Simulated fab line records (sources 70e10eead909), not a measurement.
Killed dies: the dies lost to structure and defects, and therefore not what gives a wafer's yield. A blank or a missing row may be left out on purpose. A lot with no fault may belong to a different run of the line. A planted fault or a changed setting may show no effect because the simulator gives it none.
fab line records -- flow nand_harc
record lots=5, wafers=15, last_day=32
route steps=1302 shown P_CONTACT@217 END@1302
lots that met no fault: taken from a fault-free run of the same line
start_h: hours from the record's opening day to when the first of the lot's shown wafers began -- wait_h: hours since the lot's step before -- " identical to the entry in the row above -- L1.1+2: several wafers, shown together as one row -- - no value present, or no start provided -- * or withheld: withheld -- < > ~ a bound
route shown NAME@n: a module of which the file shows steps, and the number in the route of the first -- usual: mean/standard deviation taken from wafers without a fault -- same: alike in all rows -- chamber/n: place in a boat -- sites: per-site readings -- _std_site: standard deviation of those values -- _edge_site: outer sites' mean less inner sites' -- radius_mm: for every site, how far away it sits from the centre of the wafer -- mask NAME#n: copy n -- behind: the tool/chamber that last shaped the wafer -- hold: reason for holding the lot/hours on hold/outcome of the hold -- device: names the non-switching transistor (n, p or np) -- end of line: tests of these same wafers at the route's end -- a step given without rows: its recipe and nothing more -- killed: dies that structure and defects cost at the first sort, which is not the same as the wafer's yield -- map: per-die view of a wafer (x killed, . not killed, _ where there is no die)
set.NAME: the setting the step ran with; set.NAME@STEP: the setting that earlier step ran with -- model.NAME: the simulator's own value behind a step, which no gauge read
lots seen at some steps along the route; tables by step, rows by wafer
services: the hour from which a tool's chamber was out of use, counted from the record's first day as start_h (under 0 if before that day), plus the number of hours and why
## steps
# step NHARC_P_CONTACT_DEP_30
# recipe target_thk_a=300, temp_c=400, target_thk_nm=30, flow_sccm=200, rf_w=450, material=SiNx
# usual heater_power_w=727/74
lot.wafer,tool,chamber,start_h,wait_h,heater_power_w,since_wet_clean_h
L900.1,pecvd-03,0,148.90,0.1,744,132
L900.5,pecvd-03,0,148.90,0.1,758,-
L900.6,pecvd-03,1,148.90,0.1,781,-
L901.2,pecvd-02,2,158.43,0.1,822,99
L901.5,pecvd-02,2,158.43,0.1,829,-
L901.4,pecvd-02,0,158.43,0.1,776,-
L903.3,pecvd-02,0,181.59,0.1,774,122
L903.5,pecvd-02,1,181.59,0.1,540,-
L903.6,pecvd-02,0,181.59,0.1,788,-
L914.2,pecvd-01,1,290.39,0.1,656,147
L914.3,pecvd-01,0,290.39,0.1,849,147
L914.4,pecvd-01,0,290.39,0.1,871,-
L918.3,pecvd-03,0,323.28,0.1,731,125
L918.6,pecvd-03,0,323.28,0.1,765,-
L918.5,pecvd-03,2,323.28,0.1,665,-
# step NHARC_P_CONTACT_DEP_00
# recipe target_thk_a=5000, temp_c=400, pressure_torr=6.5, rf_w=900, teos_flow_sccm=161.4, flow_sccm=2650, target_thk_nm=500, gas=O2, material=SiO2
# usual heater_power_w=578/81, throttle_valve_pct=16.0/0.74
lot.wafer,tool,chamber,start_h,wait_h,heater_power_w,since_wet_clean_h,throttle_valve_pct
L900.1,pecvd-03,0,-,-,599,132,16.3
L900.5,pecvd-03,0,-,-,621,-,16.6
L900.6,pecvd-03,1,-,-,653,-,16.7
L901.2,pecvd-02,2,-,-,678,100,14.5
L901.5,pecvd-02,2,-,-,711,-,14.7
L901.4,pecvd-02,0,-,-,569,-,16.9
L903.3,pecvd-02,0,-,-,570,123,16.8
L903.5,pecvd-02,1,-,-,423,-,16.9
L903.6,pecvd-02,0,-,-,571,-,16.8
L914.2,pecvd-01,1,-,-,436,147,15.5
L914.3,pecvd-01,0,-,-,624,147,15.4
L914.4,pecvd-01,0,-,-,672,-,15.3
L918.3,pecvd-03,0,-,-,597,126,16.0
L918.6,pecvd-03,0,-,-,604,-,16.0
L918.5,pecvd-03,2,-,-,613,-,15.9
# step NHARC_P_CONTACT_CMP_01
# recipe target_thk_nm=200, material=SiO2
# usual edge_zone_pressure_frac=0.999/0.0048, motor_current_A=12.5/1.4
lot.wafer,tool,chamber,start_h,wait_h,edge_zone_pressure_frac,motor_current_A
L900.1,cmp-02,0,149.59,-,0.993,11.6
L900.5,cmp-02,3,149.59,-,0.987,11.1
L900.6,cmp-02,0,149.59,-,1.006,11.7
L901.4,cmp-02,3,159.12,-,1.000,11.2
L901.2,cmp-02,1,159.12,-,0.993,12.8
L901.5,cmp-02,3,159.12,-,0.998,10.9
L903.3,cmp-02,0,182.23,-,1.002,12.1
L903.6,cmp-02,0,182.23,-,0.996,11.4
L903.5,cmp-02,1,182.23,-,1.006,13.7
L914.2,cmp-03,2,291.10,-,0.995,11.8
L914.4,cmp-03,3,291.10,-,0.997,13.9
L914.3,cmp-03,1,291.10,-,1.003,11.8
L918.3,cmp-02,1,324.04,-,1.005,13.5
L918.5,cmp-02,3,324.04,-,1.003,11.2
L918.6,cmp-02,0,324.04,-,0.999,11.9
# step NHARC_P_CONTACT_SRD_03
# step NHARC_P_CONTACT_DEHYDRATE_04
# recipe temp_c=150, time_s=120
# step NHARC_P_CONTACT_HMDS_05
# recipe time_s=30
# step NHARC_P_CONTACT_COAT_33
# recipe temp_c=260, time_s=75
# step NHARC_P_CONTACT_COAT_34
# recipe temp_c=225, time_s=65
# step NHARC_P_CONTACT_COAT_06
# recipe spin_rpm=1500, resist_thk_nm=90
# step NHARC_P_CONTACT_SOFTBAKE_07
# recipe temp_c=105, time_s=55
# step NHARC_P_CONTACT_EBR_08
# step NHARC_P_CONTACT_EXPOSE_09
# recipe na=1.35, target_cd_nm=90, dose_mj=81.26, mask_id=P_CA
# usual exposure_dose_mJ_cm2=81.8/0.72
lot.wafer,tool,chamber,start_h,wait_h,mask,exposure_dose_mJ_cm2
L900.1,arfi_scanner-02,0,150.26,-,P_CA#0,81.2
L900.5,arfi_scanner-02,0,150.26,-,P_CA#0,81.2
L900.6,arfi_scanner-02,0,150.26,-,P_CA#0,81.2
L901.2,arfi_scanner-02,0,159.69,-,P_CA#0,81.2
L901.4,arfi_scanner-02,0,159.69,-,P_CA#0,81.2
L901.5,arfi_scanner-02,0,159.69,-,P_CA#0,81.3
L903.3,arfi_scanner-02,0,182.93,-,P_CA_R1#0,81.1
L903.5,arfi_scanner-02,0,182.93,-,P_CA_R1#0,81.2
L903.6,arfi_scanner-02,0,182.93,-,P_CA_R1#0,81.1
L914.2,arfi_scanner-02,0,291.80,-,P_CA#0,82.6
L914.3,arfi_scanner-02,0,291.80,-,P_CA#0,82.6
L914.4,arfi_scanner-02,0,291.80,-,P_CA#0,82.5
L918.3,arfi_scanner-03,0,324.70,-,P_CA#0,81.1
L918.5,arfi_scanner-03,0,324.70,-,P_CA#0,81.0
L918.6,arfi_scanner-03,0,324.70,-,P_CA#0,81.1
# step NHARC_P_CONTACT_PEB_10
# recipe peb_temp_c=100, peb_time_s=65
# step NHARC_END_SORT_01
# recipe temp_c=25
# usual killed_at_array=58/22, killed_at_other=1.0/1.3, killed_at_periphery=5/3.4, killed_dies=64/22, killed_open=3.6/1.8, killed_short=2.4/1.7
# same gross_dies=677
lot.wafer,tool,chamber,start_h,wait_h,killed_at_array,killed_at_other,killed_at_periphery,killed_dies,killed_open,killed_short
L900.1,prober-02,0,593.70,2.5,94,2,4,100,5,2
L900.5,prober-02,0,596.86,3.7,102,0,3,105,2,2
L900.6,prober-02,0,597.65,4.0,120,2,1,123,3,2
# killed by level:class
L900.1 A_SLIT:chamber_film_flake=29 A_CHANNEL_HOLE_D2:chamber_film_flake=28 A_CHANNEL_HOLE_D1:chamber_film_flake=20 A_STAIRCASE:chamber_film_flake=6 A_WL_FILL:geometric_particle:open=2 P_ZERO_WELL:chamber_film_flake=2 A_BLC:chamber_film_flake=2 P_CONTACT:geometric_particle:open=1
L900.5 A_CHANNEL_HOLE_D1:chamber_film_flake=35 A_CHANNEL_HOLE_D2:chamber_film_flake=29 A_SLIT:chamber_film_flake=25 A_M1:chamber_film_flake=3 A_CHANNEL_FILL_D1:chamber_film_flake=2 A_STAIRCASE:chamber_film_flake=2 A_CONTACT:chamber_film_flake=2 P_M0:geometric_particle:short=1
L900.6 A_CHANNEL_HOLE_D2:chamber_film_flake=40 A_CHANNEL_HOLE_D1:chamber_film_flake=38 A_SLIT:chamber_film_flake=29 A_CONTACT:chamber_film_flake=4 A_M1:chamber_film_flake=2 A_ONON_D1:geometric_particle:short=1 A_CHANNEL_HOLE_D1:geometric_particle:open=1 A_ONON_D2:geometric_particle:short=1
## services
tool,chamber,start_h,hours,kind
pecvd-01,-,130.56,13.0,pm
cmp-02,-,134.61,4.0,pm
cmp-03,-,135.64,1.2,repair
arfi_scanner-02,-,137.59,0.2,repair
arfi_scanner-02,-,140.00,4.0,pm
cmp-03,-,162.00,4.0,pm
pecvd-03,1,175.72,4.2,repair
cmp-03,-,178.06,3.1,repair
pecvd-03,-,185.06,13.0,pm
arfi_scanner-03,-,196.00,4.0,pm
cmp-02,-,205.66,1.0,repair
cmp-02,-,210.22,0.3,repair
pecvd-02,-,227.13,13.0,pm
cmp-02,-,232.61,4.0,pm
cmp-02,-,242.00,2.8,repair
pecvd-03,-,242.20,1.4,repair
pecvd-02,1,261.84,5.0,repair
cmp-02,-,262.85,7.0,repair
pecvd-02,-,264.08,2.6,repair
cmp-02,-,310.88,1.4,repair
pecvd-01,-,311.56,13.0,pm
arfi_scanner-02,-,312.00,4.0,pm
cmp-02,-,318.94,1.5,repair
pecvd-02,-,320.82,1.9,repair
## key
first_sign step=NHARC_P_CONTACT_EXPOSE_09, reading=mask, direction=changed
effect none on later readings
met_at NHARC_P_CONTACT_EXPOSE_09
struck_wafers L903.3,L903.5,L903.6
tester_left_out L903
onset_between 159.69 182.93
fault kind=wrong_mask, tool=any, chamber=-, onset_h=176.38, steps=NHARC_P_CONTACT_EXPOSE_09, aux_copy=P_CA_R1#0, cd_offset_nm=1.2268, scope=struck_lots_only
# tester_left_out: of these lots the tester's yield and bins aren't shown, on N5 and GAA mostly nor the transistor test; their killed dies are dies lost to structure and defects alone, not to doping, threshold or leakage, so they don't give the yield
